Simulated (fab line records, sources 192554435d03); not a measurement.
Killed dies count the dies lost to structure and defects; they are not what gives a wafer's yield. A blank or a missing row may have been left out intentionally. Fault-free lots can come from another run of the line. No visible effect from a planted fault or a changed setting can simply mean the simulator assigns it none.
fab line records ; flow n5-finfet
[record] lots = 11; wafers = 33; last-day = 18
route steps=1938 shown BEOL_M14@1770 BEOL_M15@1807
lots that met no fault: taken from a fault-free run of the same line
start-h: hours from the record's first day to the start of the lot's first wafer shown ; wait-h: time in hours since the lot's previous step ; " the same as in the row above ; L1.1+2: one row covering several wafers at once ; - no value, or no start given ; * or withheld: withheld ; < > ~ a bound
route shown NAME@n: NAME is a module with steps in the file, n the number in the route of the first one ; usual: mean and standard deviation over wafers with no fault ; same: alike in all rows ; chamber/n: place in a boat ; sites: each site's reading ; _std_site: the values' standard deviation ; _edge_site: the outer-site mean with the inner-site mean subtracted ; radius-mm: for every site, how far away it sits from the centre of the wafer ; mask NAME#n: copy n ; behind: the last tool/chamber to shape the wafer ; hold: cause of the lot's hold/its duration in hours/its outcome ; device: transistor that didn't switch, given as n, p or np ; end of line: the route-end tests of the same wafers ; a step without rows: its recipe alone ; killed: dies that structure and defects cost at the first sort, which is not the same as the wafer's yield ; map: shows each die of a wafer: x if killed, . if not, _ if none is there
set.NAME: the setting as run; set.NAME@STEP: as run at that earlier step ; model.NAME: the simulator's own value behind a step, which no gauge read
steps of the route over a sample of lots; a table a step, a row a wafer
services: the hour from which a tool's chamber was out of use, counted from the record's first day as start-h (under 0 if before that day), plus the number of hours and why
[[steps]]
[step N5_BEOL_M14_DEP_53]
[recipe] material = SiCN; target-thk-a = 500; temp-c = withheld; precursor = 3MS/NH3; pressure-torr = 3; rf-w = 675; time-s = 17.8
[usual] chamber-pressure-Torr = 3.000/0.0091; showerhead-plenum-p-Torr = 4.162/0.02; throttle-valve-pct = 18.1/0.66
lot.wafer;tool;chamber;start-h;wait-h;chamber-pressure-Torr;showerhead-plenum-p-Torr;since-wet-clean-h;throttle-valve-pct
L722.1;pecvd-04;1;248.98;0.0;3.005;4.146;1678;18.6
L722.2;pecvd-04;2;248.98;0.0;2.994;4.176;199;17.2
L722.6;pecvd-04;2;248.98;0.0;2.999;4.176;-;17.2
L724.1;pecvd-02;1;254.01;0.0;2.995;4.134;2045;17.5
L724.2;pecvd-02;2;254.01;0.0;2.993;4.168;539;17.4
L724.4;pecvd-02;0;254.01;0.0;3.001;4.167;-;18.1
L725.2;pecvd-04;0;263.28;0.0;2.991;4.172;967;19.0
L725.5;pecvd-04;2;263.28;0.0;2.999;4.170;-;17.3
L725.6;pecvd-04;1;263.28;0.0;2.999;4.144;-;18.9
L734.1;pecvd-03;0;316.44;0.0;2.993;4.159;1202;18.4
L734.2;pecvd-03;1;316.44;0.0;2.989;4.211;1927;18.2
L734.3;pecvd-03;2;316.44;0.0;3.001;4.127;448;18.0
L740.2;pecvd-02;1;354.06;0.0;2.998;4.124;2145;17.5
L740.3;pecvd-02;2;354.06;0.0;2.991;4.167;639;17.3
L740.5;pecvd-02;1;354.06;0.0;3.004;4.138;-;17.2
L739.2;pecvd-04;2;360.21;0.0;3.002;4.189;310;17.4
L739.4;pecvd-04;0;360.21;0.0;2.996;4.175;-;19.0
L739.5;pecvd-04;2;360.21;0.0;2.999;4.181;-;17.3
L741.1;pecvd-04;1;363.19;0.0;2.991;4.133;1792;18.4
L741.3;pecvd-04;2;363.19;0.0;3.016;4.184;313;17.3
L741.6;pecvd-04;0;363.19;0.0;2.991;4.182;-;19.1
L743.3;pecvd-04;1;371.35;0.0;2.994;4.140;1800;18.6
L743.4;pecvd-04;2;371.35;0.0;2.993;4.180;-;17.1
L743.5;pecvd-04;0;371.35;0.0;3.006;4.171;-;18.7
L742.2;pecvd-03;1;373.74;0.0;3.002;4.208;1984;17.9
L742.3;pecvd-03;2;373.74;0.0;3.001;4.125;505;18.5
L742.5;pecvd-03;1;373.74;0.0;3.009;4.198;-;17.9
L745.1;pecvd-04;2;383.47;0.0;3.002;4.191;333;17.5
L745.2;pecvd-04;1;383.47;0.0;3.011;4.146;1812;18.5
L745.3;pecvd-04;0;383.47;0.0;2.982;4.176;1087;19.0
L744.3;pecvd-02;0;400.73;0.0;3.000;4.165;-;18.7
L744.4;pecvd-02;2;400.73;0.0;2.994;4.162;-;17.5
L744.5;pecvd-02;2;400.73;0.0;3.012;4.163;-;17.3
[step N5_BEOL_M14_INSPECT_55]
[recipe] inspect-instrument = darkfield; mode = post-dep
[usual] raw-defect-count = 70/24
lot.wafer;tool;chamber;start-h;wait-h;raw-defect-count
L722.1;defect-inspect-02;-;249.07;0.0;53
L722.2;defect-inspect-02;-;249.07;0.0;64
L722.6;defect-inspect-02;-;249.07;0.0;69
L724.1;defect-inspect-02;-;254.10;0.0;94
L724.2;defect-inspect-02;-;254.10;0.0;67
L724.4;defect-inspect-02;-;254.10;0.0;64
L725.2;defect-inspect-02;-;263.37;0.0;75
L725.5;defect-inspect-02;-;263.37;0.0;81
L725.6;defect-inspect-02;-;263.37;0.0;80
L734.1;defect-inspect-01;-;316.53;0.0;64
L734.2;defect-inspect-01;-;316.53;0.0;65
L734.3;defect-inspect-01;-;316.53;0.0;82
L740.2;defect-inspect-02;-;354.15;0.0;53
L740.3;defect-inspect-02;-;354.15;0.0;107
L740.5;defect-inspect-02;-;354.15;0.0;67
L739.2;defect-inspect-01;-;360.30;0.0;67
L739.4;defect-inspect-01;-;360.30;0.0;51
L739.5;defect-inspect-01;-;360.30;0.0;54
L741.1;defect-inspect-02;-;363.28;0.0;70
L741.3;defect-inspect-02;-;363.28;0.0;53
L741.6;defect-inspect-02;-;363.28;0.0;51
L743.3;defect-inspect-02;-;371.45;0.0;59
L743.4;defect-inspect-02;-;371.45;0.0;39
L743.5;defect-inspect-02;-;371.45;0.0;29
L742.2;defect-inspect-02;-;373.84;0.0;49
L742.3;defect-inspect-02;-;373.84;0.0;29
L742.5;defect-inspect-02;-;373.84;0.0;60
L745.1;defect-inspect-02;-;383.56;0.0;85
L745.2;defect-inspect-02;-;383.56;0.0;105
L745.3;defect-inspect-02;-;383.56;0.0;59
L744.3;defect-inspect-01;-;400.82;0.0;65
L744.4;defect-inspect-01;-;400.82;0.0;65
L744.5;defect-inspect-01;-;400.82;0.0;52
[step N5_BEOL_M15_DESCUM_33]
[recipe] chemistry = O2; time-s = 7.9; source-power-w = 50; bias-power-w = 20; pressure-mtorr = 20; rf-frequency-hz = 2.712e+07; temp-c = 40; o2-flow-sccm = 225
[usual] chamber-pressure-mTorr = 19.999/0.018; drypump-motor-current-A = 5.5/0.43; oes-product-au = 0.83/0.06; rf-vpp-V = 243.6/1.4; showerhead-plenum-p-Torr = 2.12/0.08; throttle-valve-pct = 20.40/0.19
lot.wafer;tool;chamber;start-h;wait-h;chamber-pressure-mTorr;drypump-motor-current-A;oes-product-au;rf-hours-counter-h;rf-vpp-V;showerhead-plenum-p-Torr;throttle-valve-pct
L722.1;rie-diel-01;2;252.12;0.5;19.993;5.5;0.94;11;242.2;2.05;20.22
L722.2;rie-diel-01;0;252.12;0.5;20.002;5.1;0.84;71;244.2;2.22;20.49
L722.6;rie-diel-01;1;252.12;0.5;20.003;6.0;0.83;-;244.6;2.22;20.03
L724.1;rie-diel-03;2;257.12;0.0;19.985;5.4;0.80;110;244.2;2.20;20.76
L724.2;rie-diel-03;0;257.12;0.0;20.013;5.2;0.93;6;246.9;2.24;20.36
L724.4;rie-diel-03;3;257.12;0.0;19.994;4.7;0.82;81;242.0;2.02;20.63
L725.2;rie-diel-04;0;265.65;0.0;20.000;5.8;0.96;3;244.4;2.13;20.20
L725.5;rie-diel-04;3;265.65;0.0;20.004;6.5;0.70;-;241.9;1.98;20.56
L725.6;rie-diel-04;0;265.65;0.0;19.981;5.8;0.97;-;243.7;2.13;20.20
L734.1;rie-diel-03;0;319.11;0.1;20.001;5.2;0.88;22;244.0;2.23;20.38
L734.2;rie-diel-03;3;319.11;0.1;19.994;4.7;0.81;93;241.9;2.02;20.65
L734.3;rie-diel-03;1;319.11;0.1;19.986;5.9;0.82;85;244.2;2.12;20.42
L740.2;rie-diel-04;3;356.43;0.0;19.977;6.5;0.98;1;245.5;2.24;20.20
L740.3;rie-diel-04;2;356.43;0.0;20.015;5.8;0.90;26;244.0;2.14;20.39
L740.5;rie-diel-04;0;356.43;0.0;19.969;5.8;0.88;-;244.2;2.12;20.25
L739.2;rie-diel-01;2;362.84;0.2;20.032;5.5;0.87;46;242.0;2.04;20.28
L739.4;rie-diel-01;3;362.84;0.2;20.019;5.4;0.79;109;242.5;2.10;20.47
L739.5;rie-diel-01;3;362.84;0.2;20.000;5.4;0.80;-;243.1;2.10;20.45
L741.1;rie-diel-04;0;365.91;0.2;20.008;5.8;0.87;40;244.5;2.12;20.25
L741.3;rie-diel-04;3;365.91;0.2;19.989;6.5;0.96;4;244.6;2.24;20.19
L741.6;rie-diel-04;0;365.91;0.2;19.983;5.8;0.87;-;244.6;2.12;20.23
L743.3;rie-diel-03;0;373.89;0.0;20.040;5.2;0.85;40;245.3;2.22;20.40
L743.4;rie-diel-03;1;373.89;0.0;19.974;5.9;0.80;103;242.6;2.11;20.45
L743.5;rie-diel-03;0;373.89;0.0;20.019;5.2;0.85;-;244.2;2.22;20.40
L742.2;rie-diel-03;1;375.97;0.0;19.997;5.9;0.80;103;243.1;2.11;20.44
L742.3;rie-diel-03;2;375.97;0.0;19.962;5.4;0.76;142;243.4;2.19;20.83
L742.5;rie-diel-03;3;375.97;0.0;20.012;4.8;0.79;-;243.7;2.01;20.69
L745.1;rie-diel-01;1;386.03;0.0;20.009;6.0;0.79;96;245.6;2.21;20.08
L745.2;rie-diel-01;2;386.03;0.0;20.015;5.6;0.86;53;244.0;2.04;20.28
L745.3;rie-diel-01;3;386.03;0.0;20.004;5.4;0.80;116;245.3;2.10;20.47
L744.3;rie-diel-03;0;403.06;0.1;20.001;5.2;0.85;48;244.7;2.22;20.40
L744.4;rie-diel-03;3;403.06;0.1;19.987;4.8;0.78;117;242.6;2.01;20.71
L744.5;rie-diel-03;3;403.06;0.1;20.011;4.8;0.78;-;243.0;2.01;20.70
[step N5_BEOL_M15_ANNEAL_48]
[recipe] temp-c = 225; time-s = 90; ambient = N2
[usual] wafer_temp_C_max = 226.0/0.38
lot.wafer;tool;chamber;start-h;wait-h;wafer_temp_C_max
L722.1;rtp-anneal-02;0;254.49;0.2;225.8
L722.2;rtp-anneal-02;0;254.49;0.2;226.0
L722.6;rtp-anneal-02;0;254.49;0.2;225.5
L724.1;rtp-anneal-02;0;260.86;0.2;221.7
L724.2;rtp-anneal-02;0;260.86;0.2;221.7
L724.4;rtp-anneal-02;0;260.86;0.2;221.4
L725.2;rtp-anneal-02;0;267.68;0.3;221.7
L725.5;rtp-anneal-02;0;267.68;0.3;221.6
L725.6;rtp-anneal-02;0;267.68;0.3;221.7
L734.1;rtp-anneal-01;0;329.24;0.2;226.4
L734.2;rtp-anneal-01;0;329.24;0.2;226.1
L734.3;rtp-anneal-01;0;329.24;0.2;226.3
L740.2;rtp-anneal-01;0;358.76;0.4;226.2
L740.3;rtp-anneal-01;0;358.76;0.4;226.1
L740.5;rtp-anneal-01;0;358.76;0.4;225.8
L739.2;rtp-anneal-02;0;366.04;0.3;225.6
L739.4;rtp-anneal-02;0;366.04;0.3;225.7
L739.5;rtp-anneal-02;0;366.04;0.3;225.6
L741.1;rtp-anneal-01;0;370.19;0.2;225.9
L741.3;rtp-anneal-01;0;370.19;0.2;226.6
L741.6;rtp-anneal-01;0;370.19;0.2;225.7
L743.3;rtp-anneal-02;0;376.53;0.2;225.6
L743.4;rtp-anneal-02;0;376.53;0.2;225.5
L743.5;rtp-anneal-02;0;376.53;0.2;225.7
L742.2;rtp-anneal-02;0;377.85;0.2;226.2
L742.3;rtp-anneal-02;0;377.85;0.2;225.7
L742.5;rtp-anneal-02;0;377.85;0.2;225.9
L745.1;rtp-anneal-02;0;389.53;0.2;225.8
L745.2;rtp-anneal-02;0;389.53;0.2;225.5
L745.3;rtp-anneal-02;0;389.53;0.2;225.7
L744.3;rtp-anneal-01;0;405.16;0.4;226.3
L744.4;rtp-anneal-01;0;405.16;0.4;226.5
L744.5;rtp-anneal-01;0;405.16;0.4;225.9
[[services]]
tool;chamber;start-h;hours;kind
rie-diel-04;-;226.56;15.6;pm
pecvd-04;2;241.44;2.1;scheduled-down
rie-diel-04;0;242.16;-;clean
rie-diel-04;0;242.16;-;consumable-replace:focus-ring
rie-diel-04;0;242.16;16.1;scheduled-down
rie-diel-04;0;242.16;16.1;vent-cycle
rie-diel-04;1;246.44;6.6;repair
rie-diel-04;2;248.61;3.7;repair
pecvd-03;-;255.30;4.5;repair
pecvd-02;-;256.26;0.7;repair
rie-diel-01;0;269.66;2.1;repair
rie-diel-01;0;275.75;4.7;repair
rie-diel-03;3;282.13;10.9;repair
rtp-anneal-01;-;295.09;4.3;pm
rie-diel-03;-;298.97;15.6;pm
pecvd-04;0;319.25;2.1;scheduled-down
rie-diel-01;2;321.53;13.2;repair
rie-diel-04;1;326.25;8.7;repair
rie-diel-04;3;329.91;4.1;repair
rie-diel-04;2;347.19;1.6;repair
pecvd-03;-;354.52;5.5;pm
rie-diel-03;-;367.22;0.3;repair
rie-diel-04;2;381.90;8.8;repair
rie-diel-03;-;393.47;0.4;repair
[[key]]
[first-sign] step = N5_BEOL_M15_ANNEAL_48; reading = wafer_temp_C_max; direction = down; sigmas = 12; usual = *; struck = *
effect none on later readings
met-at N5_BEOL_M15_ANNEAL_48
struck-lots L724,L725
not-acting-at N5_BEOL_M14_DEP_53,N5_BEOL_M14_INSPECT_55,N5_BEOL_M15_DESCUM_33
onset-between 254.49 260.86
[fault] kind = process-parameter-drift; tool = rtp-anneal-02; chamber = -; onset-h = 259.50; steps = N5_BEOL_M15_ANNEAL_48; channel = temp-c; offset = *; shape = step; end-h = 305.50; acts-in = *; stated = *
